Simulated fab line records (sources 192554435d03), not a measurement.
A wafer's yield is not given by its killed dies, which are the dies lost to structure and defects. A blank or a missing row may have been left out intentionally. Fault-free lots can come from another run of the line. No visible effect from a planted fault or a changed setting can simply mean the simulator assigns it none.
fab line records    flow n5-finfet
record lots=6  wafers=18  last-day=17
route steps=1938 shown BEOL_M1@782
lots that met no fault: from a run of the same line without faults
start-h: start of the lot's first displayed wafer, in hours after the record's first day    wait-h: how many hours have passed since the lot's step before this one    " as in the row above    L1.1+2: several wafers, shown together as one row    - either no value or no given start    * or withheld: withheld    < > ~ a bound
route shown NAME@n: names a module that has steps shown in the file, with the first one's number in the route    usual: mean/standard deviation taken from wafers without a fault    same: alike in all rows    chamber/n: place in a boat    sites: the reading at each site    _std_site: the values' standard deviation    _edge_site: outer sites' mean less inner sites'    radius-mm: how far each site lies from the wafer's centre    mask NAME#n: copy n    behind: the last tool/chamber to shape the wafer    hold: cause of the lot's hold/its duration in hours/its outcome    device: whichever transistor did not switch (one of n, p or np)    end of line: the same wafers' tests at the end of the route    a step given without rows: its recipe and nothing more    killed: not the wafer's yield, but the dies lost to structure and defects at the first sort    map: a wafer's dies, marking killed ones x, the rest . and places with no die _
set.NAME: the setting that was run; set.NAME@STEP: the one run at that earlier step    model.NAME: the simulator's own value behind a step, which no gauge read
lots seen at some steps along the route; tables by step, rows by wafer
services: from which hour (start-h, from the record's first day; less than 0 if before it) a tool's chamber was out of use, for how many hours, and why
## steps
# step N5_BEOL_M1_SOFTBAKE_23
# recipe temp-c=110  time-s=60  resist=CAR-EUV
# step N5_BEOL_M1_EXPOSE_25
# recipe mask-id=V0  na=0.33  source-shape=quasar  sigma-inner=0.2  sigma-outer=0.8  polarization=unpolarized  defocus-nm=5  target-cd-nm=24  dose-mj=63
# step N5_BEOL_M1_PEB_26
# recipe peb-temp-c=100  peb-time-s=60  resist=CAR-EUV
# step N5_BEOL_M1_DEVELOP_27
# recipe develop-time-s=30  developer=TMAH  resist=CAR-EUV  rinse-liquid=surfactant-rinse  dry=air-spin  dev-temp-c=23
# step N5_BEOL_M1_CD_MEAS_28
# recipe landing-energy-ev=500  detector=se-inlens  target-cd-y-nm=23.3
# usual cd-nm=23.98/0.24
lot.wafer  tool       chamber  start-h  wait-h  cd-nm
L237.1     cd-sem-01  0        168.51   -       23.97
L237.2     "          0        "        "       24.06
L237.4     "          0        "        "       24.20
L242.1     cd-sem-01  0        201.65   -       24.20
L242.2     "          0        "        "       24.00
L242.6     "          0        "        "       24.87
L244.1     cd-sem-02  0        208.38   -       23.94
L244.3     "          0        "        "       23.91
L244.5     "          0        "        "       24.08
L246.3     cd-sem-02  0        223.88   -       24.43
L246.4     "          0        "        "       24.10
L246.5     "          0        "        "       23.88
L252.4     cd-sem-02  0        263.18   -       23.96
L252.5     "          0        "        "       23.78
L252.6     "          0        "        "       24.39
L253.3     cd-sem-01  0        263.51   -       24.07
L253.5     "          0        "        "       24.02
L253.6     "          0        "        "       24.33
# step N5_BEOL_M1_OVL_MEAS_29
# recipe points-per-wafer=522
# usual V0_OVL=0.5/0.73
lot.wafer  tool        chamber  start-h  wait-h  V0_OVL[nm]
L237.1     overlay-01  0        168.54   0.0     1.4
L237.2     "           0        "        "       0.2
L237.4     "           0        "        "       0.5
L242.1     overlay-02  0        201.68   0.0     1.7
L242.2     "           0        "        "       1.2
L242.6     "           0        "        "       1.2
L244.1     overlay-02  0        208.41   0.0     1.3
L244.3     "           0        "        "       2.1
L244.5     "           0        "        "       1.8
L246.3     overlay-01  0        223.92   0.0     1.4
L246.4     "           0        "        "       1.1
L246.5     "           0        "        "       1.5
L252.4     overlay-01  0        263.23   0.0     -0.4
L252.5     "           0        "        "       0.4
L252.6     "           0        "        "       -0.3
L253.3     overlay-02  0        263.55   0.0     -0.4
L253.5     "           0        "        "       0.2
L253.6     "           0        "        "       0.0
# step N5_BEOL_M1_INSPECT_30
# recipe mode=adi  inspect-instrument=brightfield
# usual raw-defect-count=441/100
lot.wafer  tool               chamber  start-h  wait-h  raw-defect-count
L237.1     defect-inspect-01  -        168.60   0.1     302
L237.2     "                  -        "        "       302
L237.4     "                  -        "        "       277
L242.1     defect-inspect-01  -        201.74   0.1     445
L242.2     "                  -        "        "       636
L242.6     "                  -        "        "       460
L244.1     defect-inspect-02  -        208.47   0.1     476
L244.3     "                  -        "        "       487
L244.5     "                  -        "        "       614
L246.3     defect-inspect-02  -        223.96   0.0     362
L246.4     "                  -        "        "       470
L246.5     "                  -        "        "       533
L252.4     defect-inspect-02  -        263.27   0.0     512
L252.5     "                  -        "        "       532
L252.6     "                  -        "        "       398
L253.3     defect-inspect-02  -        263.60   0.0     424
L253.5     "                  -        "        "       397
L253.6     "                  -        "        "       401
# step N5_BEOL_M1_DESCUM_33
# recipe chemistry=O2  time-s=7  source-power-w=50  bias-power-w=20  pressure-mtorr=20  rf-frequency-hz=2.712e+07  temp-c=40  resist=CAR-EUV  o2-flow-sccm=225
# usual bias-power-w=20.00/0.059  drypump-motor-current-A=5.8/0.35  oes-product-au=0.79/0.09  rf-vpp-V=243.4/1.2  showerhead-plenum-p-Torr=2.11/0.055  throttle-valve-pct=20.4/0.34
lot.wafer  tool         chamber  start-h  wait-h  bias-power-w  drypump-motor-current-A  oes-product-au  rf-hours-counter-h  rf-vpp-V  showerhead-plenum-p-Torr  throttle-valve-pct
L237.1     rie-diel-03  1        168.64   0.0     20.03         6.1                      0.75            164                 244.9     2.18                      20.8
L237.2     "            2        "        "       19.99         6.3                      0.94            14                  243.8     2.06                      20.2
L237.4     "            3        "        "       19.97         6.3                      0.76            153                 244.3     2.18                      20.4
L242.1     rie-diel-06  3        201.78   0.0     19.95         5.8                      0.92            14                  243.1     2.14                      20.0
L242.2     "            1        "        "       19.94         5.9                      0.70            225                 241.4     2.07                      21.0
L242.6     "            3        "        "       19.92         5.8                      0.91            -                   244.0     2.14                      20.0
L244.1     rie-diel-03  1        208.50   0.0     19.95         6.1                      0.74            175                 245.5     2.17                      20.9
L244.3     "            2        "        "       20.01         6.3                      0.91            25                  241.9     2.06                      20.2
L244.5     "            0        "        "       20.02         5.6                      0.88            -                   241.6     2.03                      19.9
L246.3     rie-diel-04  1        224.00   0.0     19.93         5.6                      0.67            234                 244.3     2.15                      20.5
L246.4     "            3        "        "       20.02         5.5                      0.78            126                 241.7     2.10                      20.4
L246.5     "            2        "        "       20.12         5.6                      0.79            -                   243.5     2.01                      20.4
L252.4     rie-diel-06  2        263.32   0.0     20.04         5.2                      0.80            -                   242.8     2.11                      20.7
L252.5     "            1        "        "       19.96         5.9                      0.69            -                   243.0     2.06                      21.0
L252.6     "            3        "        "       19.94         5.8                      0.87            -                   243.6     2.13                      20.0
L253.3     rie-diel-03  0        263.63   0.0     20.01         5.6                      0.86            73                  242.3     2.03                      19.9
L253.5     "            3        "        "       19.89         6.3                      0.74            -                   244.7     2.17                      20.4
L253.6     "            2        "        "       20.02         6.3                      0.89            -                   242.3     2.05                      20.3
# step N5_BEOL_M1_ETCH_77
# recipe chemistry=N2/H2  target=underlayer  target-depth-a=65  mask-material=CAR-EUV  time-s=5.2  ion-energy-ev=200  pressure-mtorr=30  source-w=840  bias-w=150  n2-flow-sccm=200  h2-flow-sccm=200  ends=cleared
# usual drypump-motor-current-A=5.8/0.35  etch-rf-on-time-s=5.18/0.071  oes-product-au=0.67/0.075  rf-vpp-V=524.3/2.2  showerhead-plenum-p-Torr=2.56/0.065  throttle-valve-pct=17.9/0.34
lot.wafer  tool         chamber  start-h  wait-h  drypump-motor-current-A  etch-rf-on-time-s  oes-product-au  rf-hours-counter-h  rf-vpp-V  showerhead-plenum-p-Torr  throttle-valve-pct
L237.1     rie-diel-03  1        168.67   0.0     6.1                      5.21               0.64            164                 527.1     2.65                      18.3
L237.2     "            2        "        "       6.3                      5.09               0.80            14                  525.2     2.48                      17.6
L237.4     "            3        "        "       6.3                      5.21               0.65            153                 528.3     2.64                      17.7
L242.1     rie-diel-06  3        201.81   0.0     5.8                      5.11               0.78            14                  524.1     2.60                      17.5
L242.2     "            1        "        "       5.9                      5.29               0.60            225                 523.5     2.51                      18.4
L242.6     "            3        "        "       5.8                      5.14               0.77            -                   524.3     2.60                      17.4
L244.1     rie-diel-03  1        208.54   0.0     6.2                      5.21               0.63            175                 528.3     2.64                      18.3
L244.3     "            2        "        "       6.3                      5.12               0.77            25                  520.6     2.48                      17.6
L244.5     "            0        "        "       5.7                      5.16               0.74            -                   521.6     2.48                      17.3
L246.3     rie-diel-04  1        224.03   0.0     5.6                      5.28               0.58            234                 526.1     2.62                      18.1
L246.4     "            3        "        "       5.4                      5.16               0.66            126                 523.6     2.55                      17.8
L246.5     "            2        "        "       5.6                      5.18               0.70            -                   521.4     2.45                      18.0
L252.4     rie-diel-06  2        263.34   0.0     5.2                      5.12               0.68            -                   523.9     2.56                      18.1
L252.5     "            1        "        "       5.9                      5.34               0.58            -                   522.9     2.50                      18.4
L252.6     "            3        "        "       5.8                      5.10               0.75            -                   524.1     2.59                      17.5
L253.3     rie-diel-03  0        263.67   0.0     5.6                      5.07               0.73            73                  519.9     2.47                      17.3
L253.5     "            3        "        "       6.3                      5.21               0.62            -                   526.8     2.63                      17.8
L253.6     "            2        "        "       6.3                      5.06               0.76            -                   523.0     2.47                      17.7
# step N5_BEOL_M1_ETCH_69
# recipe chemistry=CF4  target=SiARC  target-depth-a=156  mask-material=CAR-EUV  time-s=26  ion-energy-ev=80  pressure-mtorr=40  source-w=545  bias-w=36  Ar_flow_sccm=100  cf4-flow-sccm=100  ends=cleared
# usual drypump-motor-current-A=5.8/0.34  etch-rf-on-time-s=25.9/0.35  mfc-ar-sccm=100.02/0.28  oes-product-au=0.68/0.076  rf-vpp-V=184.2/0.9  showerhead-plenum-p-Torr=2.15/0.053  throttle-valve-pct=15.6/0.34
lot.wafer  tool         chamber  start-h  wait-h  drypump-motor-current-A  etch-rf-on-time-s  mfc-ar-sccm  oes-product-au  rf-hours-counter-h  rf-vpp-V  showerhead-plenum-p-Torr  throttle-valve-pct
L237.1     rie-diel-03  1        168.69   0.0     6.1                      26.3               100.10       0.64            164                 183.6     2.23                      16.0
L237.2     "            2        "        "       6.3                      25.7               99.75        0.80            14                  183.3     2.11                      15.3
L237.4     "            3        "        "       6.3                      26.1               99.75        0.65            153                 183.6     2.23                      15.6
L242.1     rie-diel-06  3        201.83   0.0     5.8                      25.4               100.05       0.78            14                  183.4     2.18                      15.1
L242.2     "            1        "        "       5.9                      26.3               100.07       0.59            225                 183.7     2.11                      16.1
L242.6     "            3        "        "       5.8                      25.4               100.09       0.78            -                   184.4     2.18                      15.1
L244.1     rie-diel-03  1        208.56   0.0     6.2                      25.9               100.59       0.63            175                 185.4     2.22                      16.0
L244.3     "            2        "        "       6.3                      25.3               100.03       0.79            25                  183.0     2.10                      15.3
L244.5     "            0        "        "       5.6                      25.6               99.48        0.75            -                   183.3     2.08                      15.0
L246.3     rie-diel-04  1        224.05   0.0     5.6                      25.6               99.93        0.58            234                 185.3     2.20                      15.7
L246.4     "            3        "        "       5.4                      25.7               100.22       0.67            126                 185.1     2.15                      15.6
L246.5     "            2        "        "       5.6                      25.7               99.74        0.69            -                   182.7     2.07                      15.6
L252.4     rie-diel-06  2        263.38   0.0     5.2                      25.8               99.55        0.68            -                   183.4     2.16                      15.8
L252.5     "            1        "        "       5.9                      26.3               100.29       0.58            -                   183.6     2.11                      16.1
L252.6     "            3        "        "       5.8                      25.6               100.08       0.75            -                   184.6     2.18                      15.2
L253.3     rie-diel-03  0        263.68   0.0     5.6                      25.8               99.72        0.73            73                  183.1     2.08                      15.1
L253.5     "            3        "        "       6.3                      26.2               99.99        0.63            -                   184.2     2.22                      15.6
L253.6     "            2        "        "       6.3                      25.2               99.89        0.75            -                   182.2     2.10                      15.4
# step N5_BEOL_M1_ALD_98
# recipe material=SiO2  target-thk-a=25  temp-c=100  ald-precursor-family=BDEAS  ald-co-reactant=O2-plasma  pulse-time-s=1  co-reactant-pulse-time-s=1  purge-time-s=2  co-reactant-purge-time-s=2  ald-cycles=17  pressure-torr=2
# usual heater-power-w=79/4.5  precursor-pulse-height-rel=1.001/0.018  susceptor-temp-C=100.01/0.11
lot.wafer  tool        chamber  start-h  wait-h  heater-power-w  precursor-pulse-height-rel  susceptor-temp-C
L237.1     ald-sin-03  0        168.82   0.1     80              0.973                       100.00
L237.2     "           1        "        "       79              1.011                       100.18
L237.4     "           3        "        "       79              0.994                       99.82
L242.1     ald-sin-04  3        201.91   0.1     78              1.007                       100.12
L242.2     "           2        "        "       80              1.020                       100.05
L242.6     "           1        "        "       71              1.002                       100.03
L244.1     ald-sin-03  2        208.64   0.1     82              1.016                       99.89
L244.3     "           1        "        "       77              1.028                       100.03
L244.5     "           3        "        "       81              0.968                       100.00
L246.3     ald-sin-01  3        224.13   0.1     87              0.997                       100.22
L246.4     "           1        "        "       72              0.978                       100.11
L246.5     "           1        "        "       74              1.008                       99.96
L252.4     ald-sin-03  1        263.79   0.4     78              0.991                       100.04
L252.5     "           0        "        "       82              1.001                       99.93
L252.6     "           1        "        "       79              0.990                       100.08
L253.3     ald-sin-04  1        263.80   0.1     71              1.013                       100.13
L253.5     "           2        "        "       76              1.007                       100.16
L253.6     "           3        "        "       80              1.018                       99.93
# step N5_BEOL_M1_ETCHBACK_99
# recipe chemistry=CHF3  target=SiO2  target-depth-a=50  time-s=10.4  source-w=215  bias-w=47  Ar_flow_sccm=200  CHF3_flow_sccm=12  ion-energy-ev=100  pressure-mtorr=30
# usual drypump-motor-current-A=5.8/0.33  mfc-ar-sccm=200.0/0.58  oes-product-au=0.78/0.088  rf-vpp-V=240/3.1  showerhead-plenum-p-Torr=2.16/0.055  throttle-valve-pct=17.11/0.25
lot.wafer  tool         chamber  start-h  wait-h  drypump-motor-current-A  mfc-ar-sccm  oes-product-au  rf-hours-counter-h  rf-vpp-V  showerhead-plenum-p-Torr  throttle-valve-pct
L237.1     rie-diel-04  0        170.24   1.4     6.2                      200.1        0.66            250                 240       2.11                      17.54
L237.2     "            3        "        "       5.4                      199.6        0.80            112                 243       2.17                      17.03
L237.4     "            2        "        "       5.7                      200.2        0.83            97                  237       2.08                      17.01
L242.1     rie-diel-04  0        203.61   1.6     6.3                      200.5        0.96            3                   242       2.11                      17.11
L242.2     "            3        "        "       5.4                      199.3        0.79            123                 241       2.16                      17.03
L242.6     "            0        "        "       6.3                      200.1        0.96            -                   240       2.11                      17.11
L244.1     rie-diel-04  1        212.13   3.4     5.6                      201.0        0.68            229                 237       2.22                      17.19
L244.3     "            2        "        "       5.6                      199.7        0.80            112                 238       2.08                      17.03
L244.5     "            0        "        "       6.3                      201.1        0.94            -                   240       2.11                      17.11
L246.3     rie-diel-04  2        227.53   3.3     5.6                      199.8        0.80            118                 238       2.07                      17.03
L246.4     "            1        "        "       5.6                      200.2        0.67            235                 238       2.21                      17.20
L246.5     "            1        "        "       5.5                      200.3        0.67            -                   237       2.21                      17.20
L252.4     rie-diel-04  3        264.53   0.7     5.4                      199.8        0.77            -                   242       2.16                      17.06
L252.5     "            2        "        "       5.6                      199.8        0.78            -                   237       2.07                      17.06
L252.6     "            1        "        "       5.6                      199.8        0.67            -                   239       2.21                      17.21
L253.3     rie-diel-04  3        271.69   7.8     5.4                      200.0        0.76            140                 242       2.16                      17.07
L253.5     "            2        "        "       5.6                      199.5        0.78            -                   237       2.07                      17.07
L253.6     "            3        "        "       5.4                      199.1        0.77            -                   241       2.16                      17.06
# step N5_BEOL_M1_ETCH_70
# recipe chemistry=N2/H2  target=SOC  target-depth-a=800  overetch-a=160  mask-material=SiARC  temp-c=40  time-s=120  ion-energy-ev=200  pressure-mtorr=30  source-w=840  bias-w=150  n2-flow-sccm=200  h2-flow-sccm=200
# usual drypump-motor-current-A=5.8/0.33  oes-product-au=0.60/0.063  rf-vpp-V=524.2/1.9  run-length-s=143.1/0.5  showerhead-plenum-p-Torr=2.55/0.064  throttle-valve-pct=17.89/0.26
lot.wafer  tool         chamber  start-h  wait-h  drypump-motor-current-A  oes-product-au  rf-hours-counter-h  rf-vpp-V  run-length-s  showerhead-plenum-p-Torr  throttle-valve-pct  model.SiARC_of_BEOL_M1_COAT_68.thk-nm
L237.1     rie-diel-04  0        170.28   0.0     6.3                      0.51            250                 521.5     143.0         2.50                      18.32               6.6
L237.2     "            3        "        "       5.4                      0.60            112                 524.0     142.8         2.56                      17.75               6.4
L237.4     "            2        "        "       5.6                      0.63            97                  521.6     143.1         2.46                      17.91               6.4
L242.1     rie-diel-04  0        203.64   0.0     6.3                      0.73            3                   521.6     142.7         2.50                      17.89               6.2
L242.2     "            3        "        "       5.4                      0.60            123                 523.7     142.8         2.55                      17.78               6.2
L242.6     "            0        "        "       6.3                      0.73            -                   522.0     142.4         2.50                      17.90               6.4
L244.1     rie-diel-04  1        212.16   0.0     5.5                      0.52            229                 525.9     142.2         2.62                      17.98               6.4
L244.3     "            2        "        "       5.6                      0.61            112                 522.2     143.1         2.46                      17.93               6.4
L244.5     "            0        "        "       6.3                      0.71            -                   523.2     142.5         2.50                      17.92               6.4
L246.3     rie-diel-04  2        227.56   0.0     5.7                      0.61            118                 520.6     143.4         2.45                      17.94               6.4
L246.4     "            1        "        "       5.6                      0.52            235                 526.6     142.7         2.62                      18.00               6.4
L246.5     "            1        "        "       5.6                      0.52            -                   525.0     142.2         2.62                      18.00               6.4
L252.4     rie-diel-04  3        264.59   0.0     5.5                      0.57            -                   523.8     150.6         2.54                      17.79               6
L252.5     "            2        "        "       5.6                      0.59            -                   520.5     150.7         2.45                      17.97               6.2
L252.6     "            1        "        "       5.5                      0.50            -                   525.4     149.5         2.61                      18.03               6.2
L253.3     rie-diel-04  3        271.73   0.0     5.4                      0.57            140                 523.7     150.1         2.54                      17.79               6
L253.5     "            2        "        "       5.7                      0.59            -                   520.7     150.2         2.45                      17.96               6.2
L253.6     "            3        "        "       5.5                      0.57            -                   525.1     150.0         2.54                      17.80               6
# step N5_BEOL_M1_STRIP_71
# recipe chemistry=N2/H2  temp-c=40  n2-flow-sccm=200  h2-flow-sccm=200  rf-frequency-hz=6e+07
## services
tool         chamber  start-h  hours  kind
ald-sin-01   3        157.56   52.7   repair
rie-diel-04  -        163.06   1.1    repair
rie-diel-04  0        170.61   -      clean
rie-diel-04  0        170.61   -      consumable-replace:focus-ring
rie-diel-04  0        170.61   19.5   scheduled-down
rie-diel-04  0        170.61   19.5   vent-cycle
ald-sin-04   -        178.30   14.0   pm
ald-sin-04   0        178.30   14.0   vent-cycle
ald-sin-04   1        178.30   14.0   vent-cycle
ald-sin-04   2        178.30   14.0   vent-cycle
ald-sin-04   3        178.30   14.0   vent-cycle
ald-sin-04   0        192.30   -      clean
ald-sin-04   1        192.30   -      clean
ald-sin-04   2        192.30   -      clean
rie-diel-04  3        206.29   13.1   repair
ald-sin-04   -        207.11   14.6   pm
ald-sin-04   -        244.53   6.1    pm
rie-diel-06  0        255.87   -      clean
rie-diel-06  0        255.87   -      consumable-replace:focus-ring
rie-diel-06  0        255.87   11.8   scheduled-down
rie-diel-06  0        255.87   11.8   vent-cycle
ald-sin-01   -        268.25   14.0   pm
rie-diel-03  0        268.67   3.8    repair
rie-diel-04  0        271.49   3.0    repair
## key
first-sign step=N5_BEOL_M1_ETCH_70  reading=run-length-s  direction=up  sigmas=14  usual=*  struck=*
effect none on later readings
model-effect step=N5_BEOL_M1_ETCH_70  value=SiARC_of_BEOL_M1_COAT_68.thk-nm  without=6.433  struck=6.1
met-at N5_BEOL_M1_ETCH_70
struck-wafers L252.4,L252.5,L252.6,L253.3,L253.5,L253.6
rows-end L253.3,L253.5,L253.6
onset-between 227.56 264.59
fault kind=process-parameter-drift  tool=rie-diel-04  chamber=-  onset-h=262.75  steps=N5_BEOL_M1_ETCH_70  channel=time-s  offset=*  shape=step  end-h=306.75  acts-in=*  stated=*
# rows-end: these wafers met a further fault down the route, and their rows from its step on are left out
